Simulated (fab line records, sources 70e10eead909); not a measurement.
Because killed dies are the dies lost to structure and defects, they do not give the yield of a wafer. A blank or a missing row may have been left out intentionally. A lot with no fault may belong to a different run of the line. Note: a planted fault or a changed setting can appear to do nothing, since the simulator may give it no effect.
fab line records    flow nand_harc    part 1 of 2: steps 1 to 4 of 6
record: lots: 22  wafers: 66  last_day: 34
route steps=1302 shown A_CHANNEL_HOLE_D1@466 A_CHANNEL_FILL_D1@513
lots that met no fault: from a run of the same line without faults
start_h: the number of hours between the record's first day and the start of the first shown wafer of the lot    wait_h: hours since the lot's step before    " identical to the entry in the row above    L1.1+2: a single row standing in for several wafers    - no value, or no start was given    * or withheld: withheld    < > ~ a bound
route shown NAME@n: NAME is a module with steps in the file, n the number in the route of the first one    usual: average and standard deviation across the fault-free wafers    same: alike in all rows    chamber/n: place in a boat    sites: readings site by site    _std_site: their standard deviation    _edge_site: the outer-site mean with the inner-site mean subtracted    radius_mm: how far each site lies from the wafer's centre    mask NAME#n: copy n    behind: the tool/chamber that last shaped the wafer    hold: why the lot was held/for how many hours/how that ended    device: names the non-switching transistor (n, p or np)    end of line: the route-end tests of the same wafers    where a step has no rows: the recipe by itself    killed: the dies lost at the first sort to structure and to defects; this is not the yield of the wafer    map: a wafer's dies, marking killed ones x, the rest . and places with no die _
set.NAME: the setting as run; set.NAME@STEP: as run at that earlier step    model.NAME: the simulator's own value behind a step, which no gauge read
steps of the route over a sample of lots; a table a step, a row a wafer
services: a tool's chamber out of use, with start hour (start_h, from the record's first day; less than 0 if before it), hours out, and reason
== steps ==
step: NHARC_A_CHANNEL_HOLE_D1_ETCH_38
recipe: target_depth_a: 390  over_etch_frac: 0.3  time_s: 65  ion_energy_ev: 80  cf4_flow_sccm: 150  ar_flow_sccm: 0  rf_w: 300  bias_w: 100  chemistry: CF4
usual: cf4_flow_sccm: 150.0/0.46  drypump_motor_current_A: 5.9/0.38  oes_product_au: 1.000/0.009  rf_vpp_V: 151.2/1.1  showerhead_plenum_p_Torr: 1.76/0.061  throttle_valve_pct: 13.283/0.0098
lot.wafer  tool         chamber  start_h  wait_h  cf4_flow_sccm  drypump_motor_current_A  oes_product_au  rf_hours_counter_h  rf_vpp_V  showerhead_plenum_p_Torr  throttle_valve_pct
L074.3     rie_diel-06  1        183.69   0.1     150.2          5.6                      1.013           3                   151.8     1.85                      13.292
L074.2     "            0        "        "       149.8          6.0                      0.994           3                   152.8     1.75                      13.286
L074.6     "            1        "        "       150.4          5.6                      1.021           -                   152.1     1.85                      13.288
L075.2     rie_diel-09  1        184.42   0.2     150.2          5.2                      1.005           11                  152.0     1.74                      13.287
L075.5     "            3        "        "       149.6          4.9                      1.002           -                   152.4     1.84                      13.286
L075.6     "            0        "        "       149.7          6.3                      1.014           -                   151.1     1.74                      13.285
L076.3     rie_diel-06  0        209.51   0.1     150.1          5.9                      1.003           5                   150.5     1.75                      13.280
L076.1     "            1        "        "       149.6          5.6                      1.018           5                   152.4     1.85                      13.268
L076.5     "            1        "        "       149.3          5.6                      1.024           -                   152.0     1.85                      13.288
L078.2     rie_diel-06  0        216.68   0.1     149.8          6.0                      1.001           6                   150.3     1.75                      13.285
L078.6     "            1        "        "       149.9          5.6                      1.014           -                   152.3     1.85                      13.269
L078.5     "            2        "        "       150.0          5.8                      0.997           -                   151.4     1.70                      13.287
L079.1     rie_diel-06  3        232.31   0.1     149.5          6.5                      0.988           7                   151.9     1.74                      13.278
L079.6     "            2        "        "       149.7          5.8                      1.001           -                   150.9     1.70                      13.276
L079.5     "            3        "        "       149.4          6.6                      0.992           -                   151.2     1.74                      13.268
L080.2     rie_diel-06  0        235.63   0.1     149.4          6.0                      0.992           9                   150.7     1.75                      13.285
L080.1     "            2        "        "       150.6          5.8                      0.994           7                   150.1     1.70                      13.285
L080.6     "            0        "        "       149.7          6.0                      0.989           -                   151.5     1.75                      13.280
L081.2     rie_diel-06  1        247.77   0.1     150.3          5.6                      1.008           9                   152.1     1.85                      13.296
L081.3     "            2        "        "       150.4          5.7                      1.007           8                   150.5     1.70                      13.294
L081.5     "            0        "        "       150.2          6.0                      0.997           -                   151.3     1.75                      13.281
L082.4     rie_diel-05  0        256.34   0.1     150.4          5.8                      0.985           2                   150.1     1.68                      13.283
L082.1     "            2        "        "       149.8          6.1                      0.984           2                   153.6     1.89                      13.267
L082.5     "            1        "        "       149.6          6.0                      0.981           -                   151.6     1.69                      13.295
L083.1     rie_diel-06  1        264.99   0.1     150.0          5.6                      1.004           11                  152.9     1.85                      13.265
L083.3     "            3        "        "       150.2          6.6                      0.991           10                  151.8     1.74                      13.287
L083.6     "            1        "        "       150.3          5.6                      1.000           -                   153.1     1.85                      13.275
L084.3     rie_diel-06  3        273.01   0.1     150.1          6.5                      0.990           11                  151.3     1.74                      13.287
L084.6     "            0        "        "       150.0          6.0                      1.006           -                   149.9     1.75                      13.289
L084.5     "            1        "        "       149.9          5.6                      0.995           -                   152.2     1.85                      13.288
L085.1     rie_diel-06  3        291.68   0.1     149.9          6.5                      0.997           12                  151.0     1.74                      13.287
L085.2     "            0        "        "       150.1          6.0                      1.006           13                  152.3     1.75                      13.275
L085.3     "            1        "        "       150.3          5.6                      1.009           12                  152.2     1.85                      13.269
L086.2     rie_diel-06  1        301.11   0.1     149.4          5.6                      1.004           13                  152.1     1.85                      13.276
L086.1     "            2        "        "       149.8          5.8                      0.995           13                  148.1     1.70                      13.274
L086.6     "            0        "        "       151.1          6.0                      1.004           -                   149.7     1.75                      13.260
L087.2     rie_diel-06  2        325.00   0.1     149.8          5.8                      1.007           1                   149.3     1.70                      13.290
L087.5     "            2        "        "       150.2          5.8                      1.005           -                   150.7     1.70                      13.273
L087.6     "            3        "        "       150.5          6.5                      1.004           -                   150.5     1.74                      13.279
L088.3     rie_diel-05  1        325.33   0.1     149.7          6.0                      0.995           21                  148.2     1.69                      13.277
L088.2     "            2        "        "       149.4          6.1                      1.003           22                  150.7     1.88                      13.292
L088.1     "            0        "        "       150.3          5.8                      0.992           23                  149.0     1.68                      13.290
L089.1     rie_diel-06  2        325.79   0.4     150.1          5.7                      0.996           1                   151.1     1.70                      13.285
L089.3     "            0        "        "       150.0          6.0                      0.991           1                   152.2     1.74                      13.296
L089.5     "            2        "        "       150.5          5.8                      1.010           -                   150.8     1.70                      13.267
L090.4     rie_diel-09  1        335.45   0.1     149.7          5.3                      1.001           0                   151.0     1.73                      13.276
L090.3     "            0        "        "       149.9          6.3                      1.009           0                   150.9     1.73                      13.277
L090.6     "            1        "        "       149.4          5.2                      1.002           -                   151.4     1.73                      13.278
L091.2     rie_diel-06  0        345.50   0.1     149.7          5.9                      0.993           2                   151.4     1.74                      13.295
L091.6     "            1        "        "       150.7          5.6                      1.005           -                   149.8     1.85                      13.305
L091.5     "            2        "        "       149.6          5.8                      1.001           -                   150.0     1.70                      13.289
L092.1     rie_diel-05  0        356.34   0.1     150.1          5.8                      0.989           30                  150.7     1.67                      13.307
L092.6     "            2        "        "       150.8          6.1                      0.993           -                   151.7     1.88                      13.279
L092.5     "            3        "        "       149.7          5.8                      0.992           -                   152.1     1.82                      13.271
L093.1     rie_diel-06  3        369.77   0.1     149.0          6.6                      0.998           5                   150.5     1.74                      13.280
L093.3     "            0        "        "       149.9          6.0                      0.986           4                   151.7     1.74                      13.296
L093.6     "            2        "        "       151.1          5.7                      1.007           -                   150.2     1.70                      13.285
L094.1     rie_diel-06  1        392.68   0.1     149.1          5.6                      0.999           8                   151.9     1.85                      13.274
L094.3     "            3        "        "       149.3          6.5                      0.993           7                   151.4     1.74                      13.288
L094.4     "            0        "        "       149.6          5.9                      0.992           -                   150.1     1.74                      13.291
L096.4     rie_diel-06  2        400.24   0.1     150.2          5.8                      1.007           8                   150.0     1.70                      13.289
L096.3     "            3        "        "       150.1          6.5                      0.999           8                   150.5     1.74                      13.270
L096.5     "            1        "        "       150.1          5.6                      1.007           -                   152.5     1.85                      13.293
L097.1     rie_diel-09  1        418.60   0.1     150.6          5.3                      0.993           33                  150.3     1.72                      13.306
L097.5     "            0        "        "       149.1          6.3                      1.013           -                   152.0     1.72                      13.281
L097.6     "            1        "        "       150.4          5.3                      0.999           -                   149.9     1.72                      13.293
step: NHARC_A_CHANNEL_HOLE_D1_ETCH_19
recipe: bias_v: 1200  source_w: 2500  pressure_mtorr: 15  time_s: 34.5  ar_flow_sccm: 375  c4f8_flow_sccm: 28.8  o2_flow_sccm: 96.2  temp_c: -20  target_depth_a: *  chemistry: C4F8/O2/Ar
usual: bias_v: 1199/13  drypump_motor_current_A: 5.9/0.64  showerhead_plenum_p_Torr: 3.59/0.13  throttle_valve_pct: 37.037/0.0097
lot.wafer  tool         chamber  start_h  wait_h  bias_v  drypump_motor_current_A  rf_hours_counter_h  showerhead_plenum_p_Torr  throttle_valve_pct
L074.2     har_etch-01  0        184.79   0.1     1175    5.3                      84                  3.54                      37.022
L074.3     "            1        "        "       1218    6.3                      -                   3.64                      37.039
L074.6     "            0        "        "       1188    5.3                      -                   3.54                      37.044
L075.2     har_etch-02  1        185.55   0.1     1219    5.1                      302                 3.66                      37.048
L075.5     "            1        "        "       1208    5.1                      -                   3.66                      37.039
L075.6     "            0        "        "       1184    6.6                      -                   3.52                      37.028
L076.1     har_etch-01  1        213.87   3.3     1178    6.4                      99                  3.63                      37.055
L076.3     "            1        "        "       1196    6.4                      -                   3.63                      37.035
L076.5     "            1        "        "       1201    6.4                      -                   3.63                      37.040
L078.2     har_etch-01  0        222.18   4.5     1196    5.3                      107                 3.53                      37.048
L078.5     "            0        "        "       1191    5.3                      -                   3.53                      37.038
L078.6     "            1        "        "       1202    6.4                      -                   3.62                      37.052
L079.1     har_etch-01  0        233.42   0.1     1190    5.3                      111                 3.53                      37.038
L079.5     "            1        "        "       1202    6.4                      -                   3.62                      37.034
L079.6     "            0        "        "       1200    5.3                      -                   3.53                      37.045
L080.2     har_etch-02  1        236.72   0.1     1192    5.1                      329                 3.64                      37.028
L080.1     "            0        "        "       1199    6.6                      329                 3.51                      37.035
L080.6     "            1        "        "       1172    5.1                      -                   3.64                      37.032
L081.2     har_etch-02  1        251.39   2.6     1201    5.1                      340                 3.64                      37.025
L081.3     "            0        "        "       1236    6.6                      -                   3.50                      37.001
L081.5     "            1        "        "       1214    5.1                      -                   3.64                      37.035
L082.1     har_etch-02  0        259.71   2.3     1192    6.6                      348                 3.50                      37.060
L082.4     "            1        "        "       1208    5.1                      -                   3.63                      37.040
L082.5     "            0        "        "       1185    6.6                      -                   3.50                      37.045
L083.1     har_etch-02  0        266.11   0.1     1198    6.6                      352                 3.49                      37.028
L083.3     "            0        "        "       1197    6.6                      -                   3.49                      37.028
L083.6     "            0        "        "       1179    6.6                      -                   3.49                      37.035
L084.3     har_etch-01  1        274.13   0.1     1188    6.4                      -                   3.61                      37.053
L084.5     "            1        "        "       1204    6.4                      -                   3.61                      37.027
L084.6     "            0        "        "       1205    5.3                      -                   3.51                      37.007
L085.2     har_etch-01  0        292.77   0.1     1200    5.3                      145                 3.51                      37.028
L085.1     "            1        "        "       1197    6.4                      145                 3.60                      37.037
L085.3     "            1        "        "       1219    6.4                      -                   3.60                      37.036
L086.2     har_etch-01  1        303.95   1.8     1211    6.4                      153                 3.60                      37.039
L086.1     "            0        "        "       1184    5.3                      153                 3.51                      37.032
L086.6     "            0        "        "       1193    5.3                      -                   3.51                      37.050
L087.2     har_etch-01  1        326.11   0.1     1201    6.4                      160                 3.60                      37.033
L087.5     "            0        "        "       1186    5.3                      -                   3.50                      37.049
L087.6     "            1        "        "       1185    6.4                      -                   3.60                      37.027
L088.2     har_etch-02  0        326.42   0.1     1206    6.6                      378                 3.48                      37.061
L088.1     "            1        "        "       1211    5.1                      378                 3.61                      37.036
L088.3     "            0        "        "       1220    6.6                      -                   3.48                      37.026
L089.1     har_etch-01  1        330.28   3.5     1230    6.4                      164                 3.59                      37.038
L089.3     "            1        "        "       1214    6.4                      -                   3.59                      37.038
L089.5     "            0        "        "       1198    5.3                      -                   3.50                      37.026
L090.3     har_etch-02  0        339.07   2.6     1202    6.6                      -                   3.47                      37.040
L090.4     "            0        "        "       1210    6.7                      -                   3.47                      37.045
L090.6     "            0        "        "       1195    6.6                      -                   3.47                      37.035
L091.2     har_etch-01  0        350.76   4.3     1205    5.3                      184                 3.49                      37.034
L091.5     "            0        "        "       1208    5.3                      -                   3.49                      37.042
L091.6     "            1        "        "       1187    6.4                      -                   3.58                      37.034
L092.1     har_etch-01  1        357.43   0.1     1215    6.4                      187                 3.58                      37.038
L092.6     "            1        "        "       1191    6.4                      -                   3.58                      37.021
L092.5     "            0        "        "       1190    5.3                      -                   3.49                      37.037
L093.1     har_etch-02  0        373.04   2.3     1224    6.6                      417                 3.46                      37.021
L093.3     "            1        "        "       1230    5.1                      -                   3.61                      37.032
L093.6     "            1        "        "       1207    5.1                      -                   3.61                      37.027
L094.1     har_etch-02  1        397.05   3.2     1197    5.1                      0                   3.99                      37.047
L094.3     "            1        "        "       1198    5.1                      -                   3.99                      37.033
L094.4     "            0        "        "       1212    6.6                      -                   3.99                      37.039
L096.4     har_etch-02  0        401.35   0.1     1206    6.6                      -                   3.98                      37.040
L096.3     "            1        "        "       1185    5.1                      -                   3.98                      37.038
L096.5     "            0        "        "       1177    6.6                      -                   3.98                      37.033
L097.1     har_etch-01  1        419.71   0.1     1197    6.4                      233                 3.56                      37.033
L097.6     "            0        "        "       1209    5.3                      -                   3.46                      37.037
L097.5     "            1        "        "       1201    6.4                      -                   3.56                      37.032
step: NHARC_A_CHANNEL_HOLE_D1_ETCH_20
recipe: bias_v: 3000  source_w: withheld  pressure_mtorr: 20  time_s: 361.9  ar_flow_sccm: 375  c4f8_flow_sccm: 89.3  o2_flow_sccm: 35.7  temp_c: -20  target_depth_a: 16000  chemistry: C4F8/O2/Ar
usual: drypump_motor_current_A: 5.9/0.64  showerhead_plenum_p_Torr: 3.55/0.13  throttle_valve_pct: 32.155/0.0096
lot.wafer  tool         chamber  start_h  wait_h  drypump_motor_current_A  rf_hours_counter_h  showerhead_plenum_p_Torr  throttle_valve_pct
L074.2     har_etch-01  0        184.90   0.1     5.3                      84                  3.51                      32.157
L074.3     "            1        "        "       6.4                      -                   3.60                      32.169
L074.6     "            0        "        "       5.3                      -                   3.51                      32.162
L075.2     har_etch-02  1        185.66   0.1     5.1                      302                 3.62                      32.164
L075.5     "            1        "        "       5.1                      -                   3.62                      32.134
L075.6     "            0        "        "       6.6                      -                   3.49                      32.157
L076.1     har_etch-01  1        213.98   0.1     6.4                      100                 3.59                      32.167
L076.3     "            1        "        "       6.4                      -                   3.59                      32.145
L076.5     "            1        "        "       6.4                      -                   3.59                      32.153
L078.2     har_etch-01  0        222.29   0.1     5.3                      107                 3.50                      32.161
L078.5     "            0        "        "       5.3                      -                   3.50                      32.148
L078.6     "            1        "        "       6.4                      -                   3.59                      32.136
L079.1     har_etch-01  0        233.57   0.1     5.3                      111                 3.49                      32.150
L079.5     "            1        "        "       6.4                      -                   3.58                      32.152
L079.6     "            0        "        "       5.3                      -                   3.49                      32.157
L080.2     har_etch-02  1        236.84   0.1     5.1                      329                 3.60                      32.154
L080.1     "            0        "        "       6.6                      329                 3.47                      32.156
L080.6     "            1        "        "       5.1                      -                   3.60                      32.164
L081.2     har_etch-02  1        251.54   0.1     5.1                      340                 3.60                      32.148
L081.3     "            0        "        "       6.6                      -                   3.47                      32.148
L081.5     "            1        "        "       5.1                      -                   3.60                      32.149
L082.1     har_etch-02  0        259.82   0.1     6.6                      348                 3.46                      32.154
L082.4     "            1        "        "       5.1                      -                   3.59                      32.159
L082.5     "            0        "        "       6.6                      -                   3.46                      32.160
L083.1     har_etch-02  0        266.25   0.1     6.6                      352                 3.46                      32.146
L083.3     "            0        "        "       6.6                      -                   3.46                      32.178
L083.6     "            0        "        "       6.6                      -                   3.46                      32.159
L084.3     har_etch-01  1        274.31   0.2     6.4                      -                   3.57                      32.151
L084.5     "            1        "        "       6.4                      -                   3.57                      32.151
L084.6     "            0        "        "       5.3                      -                   3.48                      32.152
L085.2     har_etch-01  0        292.88   0.1     5.3                      145                 3.48                      32.131
L085.1     "            1        "        "       6.4                      145                 3.57                      32.146
L085.3     "            1        "        "       6.4                      -                   3.57                      32.160
L086.2     har_etch-01  1        304.06   0.1     6.4                      153                 3.56                      32.153
L086.1     "            0        "        "       5.3                      153                 3.47                      32.146
L086.6     "            0        "        "       5.3                      -                   3.47                      32.153
L087.2     har_etch-01  1        326.26   0.1     6.4                      160                 3.56                      32.147
L087.5     "            0        "        "       5.3                      -                   3.47                      32.141
L087.6     "            1        "        "       6.4                      -                   3.56                      32.154
L088.2     har_etch-02  0        326.53   0.1     6.6                      378                 3.45                      32.163
L088.1     "            1        "        "       5.1                      378                 3.58                      32.157
L088.3     "            0        "        "       6.6                      -                   3.45                      32.141
L089.1     har_etch-01  1        330.39   0.1     6.4                      164                 3.56                      32.160
L089.3     "            1        "        "       6.4                      -                   3.56                      32.149
L089.5     "            0        "        "       5.3                      -                   3.47                      32.154
L090.3     har_etch-02  0        339.43   0.3     6.6                      -                   3.44                      32.153
L090.4     "            0        "        "       6.6                      -                   3.44                      32.160
L090.6     "            0        "        "       6.6                      -                   3.44                      32.165
L091.2     har_etch-01  0        350.87   0.1     5.3                      184                 3.46                      32.166
L091.5     "            0        "        "       5.3                      -                   3.46                      32.165
L091.6     "            1        "        "       6.3                      -                   3.55                      32.160
L092.1     har_etch-01  1        357.55   0.1     6.3                      188                 3.54                      32.147
L092.6     "            1        "        "       6.4                      -                   3.54                      32.161
L092.5     "            0        "        "       5.3                      -                   3.45                      32.151
L093.1     har_etch-02  0        373.15   0.1     6.6                      417                 3.43                      32.148
L093.3     "            1        "        "       5.1                      -                   3.57                      32.157
L093.6     "            1        "        "       5.1                      -                   3.57                      32.154
L094.1     har_etch-02  1        397.16   0.1     5.1                      0                   3.93                      32.179
L094.3     "            1        "        "       5.1                      -                   3.93                      32.156
L094.4     "            0        "        "       6.6                      -                   3.93                      32.156
L096.4     har_etch-02  0        401.53   0.2     6.6                      -                   3.93                      32.146
L096.3     "            1        "        "       5.1                      -                   3.93                      32.162
L096.5     "            0        "        "       6.6                      -                   3.93                      32.152
L097.1     har_etch-01  1        419.85   0.1     6.4                      233                 3.52                      32.149
L097.6     "            0        "        "       5.3                      -                   3.43                      32.151
L097.5     "            1        "        "       6.4                      -                   3.52                      32.144
step: NHARC_A_CHANNEL_HOLE_D1_ETCH_21
recipe: bias_v: 3000  source_w: withheld  pressure_mtorr: 20  time_s: 514.3  ar_flow_sccm: 375  c4f8_flow_sccm: 89.3  o2_flow_sccm: 35.7  temp_c: -20  target_depth_a: 16000  chemistry: C4F8/O2/Ar
usual: drypump_motor_current_A: 5.9/0.64  showerhead_plenum_p_Torr: 3.55/0.13  throttle_valve_pct: 32.155/0.01
lot.wafer  tool         chamber  start_h  wait_h  drypump_motor_current_A  rf_hours_counter_h  showerhead_plenum_p_Torr  throttle_valve_pct
L074.2     har_etch-01  0        185.21   0.3     5.3                      85                  3.51                      32.160
L074.3     "            1        "        "       6.4                      -                   3.60                      32.152
L074.6     "            0        "        "       5.3                      -                   3.51                      32.148
L075.2     har_etch-02  1        185.97   0.3     5.1                      302                 3.62                      32.150
L075.5     "            1        "        "       5.1                      -                   3.62                      32.141
L075.6     "            0        "        "       6.6                      -                   3.49                      32.163
L076.1     har_etch-01  1        214.29   0.3     6.4                      100                 3.59                      32.152
L076.3     "            1        "        "       6.4                      -                   3.59                      32.146
L076.5     "            1        "        "       6.4                      -                   3.59                      32.138
L078.2     har_etch-01  0        222.61   0.3     5.3                      108                 3.50                      32.167
L078.5     "            0        "        "       5.3                      -                   3.50                      32.167
L078.6     "            1        "        "       6.3                      -                   3.59                      32.133
L079.1     har_etch-01  0        233.91   0.3     5.3                      112                 3.49                      32.155
L079.5     "            1        "        "       6.4                      -                   3.58                      32.143
L079.6     "            0        "        "       5.3                      -                   3.49                      32.169
L080.2     har_etch-02  1        237.15   0.3     5.1                      329                 3.60                      32.172
L080.1     "            0        "        "       6.6                      329                 3.47                      32.142
L080.6     "            1        "        "       5.1                      -                   3.60                      32.159
L081.2     har_etch-02  1        251.88   0.3     5.1                      341                 3.60                      32.154
L081.3     "            0        "        "       6.6                      -                   3.47                      32.162
L081.5     "            1        "        "       5.1                      -                   3.60                      32.159
L082.1     har_etch-02  0        260.13   0.3     6.6                      349                 3.46                      32.171
L082.4     "            1        "        "       5.1                      -                   3.59                      32.153
L082.5     "            0        "        "       6.6                      -                   3.46                      32.167
L083.1     har_etch-02  0        266.59   0.3     6.6                      352                 3.46                      32.160
L083.3     "            0        "        "       6.6                      -                   3.46                      32.171
L083.6     "            0        "        "       6.6                      -                   3.46                      32.146
L084.3     har_etch-01  1        274.67   0.3     6.4                      -                   3.57                      32.136
L084.5     "            1        "        "       6.4                      -                   3.57                      32.157
L084.6     "            0        "        "       5.3                      -                   3.48                      32.150
L085.2     har_etch-01  0        293.20   0.3     5.2                      145                 3.48                      32.159
L085.1     "            1        "        "       6.4                      145                 3.57                      32.157
L085.3     "            1        "        "       6.4                      -                   3.57                      32.150
L086.2     har_etch-01  1        304.38   0.3     6.4                      153                 3.56                      32.159
L086.1     "            0        "        "       5.3                      153                 3.47                      32.161
L086.6     "            0        "        "       5.3                      -                   3.47                      32.159
L087.2     har_etch-01  1        326.60   0.3     6.4                      161                 3.56                      32.162
L087.5     "            0        "        "       5.3                      -                   3.47                      32.163
L087.6     "            1        "        "       6.4                      -                   3.56                      32.154
L088.2     har_etch-02  0        326.85   0.3     6.6                      379                 3.45                      32.160
L088.1     "            1        "        "       5.1                      379                 3.58                      32.161
L088.3     "            0        "        "       6.6                      -                   3.45                      32.143
L089.1     har_etch-01  1        330.70   0.3     6.4                      165                 3.56                      32.162
L089.3     "            1        "        "       6.4                      -                   3.56                      32.163
L089.5     "            0        "        "       5.3                      -                   3.47                      32.154
L090.3     har_etch-02  0        340.14   0.6     6.6                      -                   3.44                      32.130
L090.4     "            0        "        "       6.6                      -                   3.44                      32.155
L090.6     "            0        "        "       6.6                      -                   3.44                      32.168
L091.2     har_etch-01  0        351.19   0.3     5.3                      184                 3.46                      32.143
L091.5     "            0        "        "       5.3                      -                   3.46                      32.128
L091.6     "            1        "        "       6.4                      -                   3.55                      32.159
L092.1     har_etch-01  1        357.86   0.3     6.4                      188                 3.54                      32.145
L092.6     "            1        "        "       6.4                      -                   3.54                      32.161
L092.5     "            0        "        "       5.3                      -                   3.45                      32.147
L093.1     har_etch-02  0        373.46   0.3     6.6                      417                 3.43                      32.158
L093.3     "            1        "        "       5.1                      -                   3.57                      32.166
L093.6     "            1        "        "       5.1                      -                   3.57                      32.146
L094.1     har_etch-02  1        397.47   0.3     5.1                      0                   3.93                      32.149
L094.3     "            1        "        "       5.1                      -                   3.93                      32.136
L094.4     "            0        "        "       6.6                      -                   3.93                      32.161
L096.4     har_etch-02  0        401.89   0.3     6.6                      -                   3.93                      32.160
L096.3     "            1        "        "       5.1                      -                   3.93                      32.151
L096.5     "            0        "        "       6.6                      -                   3.93                      32.159
L097.1     har_etch-01  1        420.19   0.3     6.4                      233                 3.52                      32.152
L097.6     "            0        "        "       5.3                      -                   3.43                      32.163
L097.5     "            1        "        "       6.4                      -                   3.52                      32.161
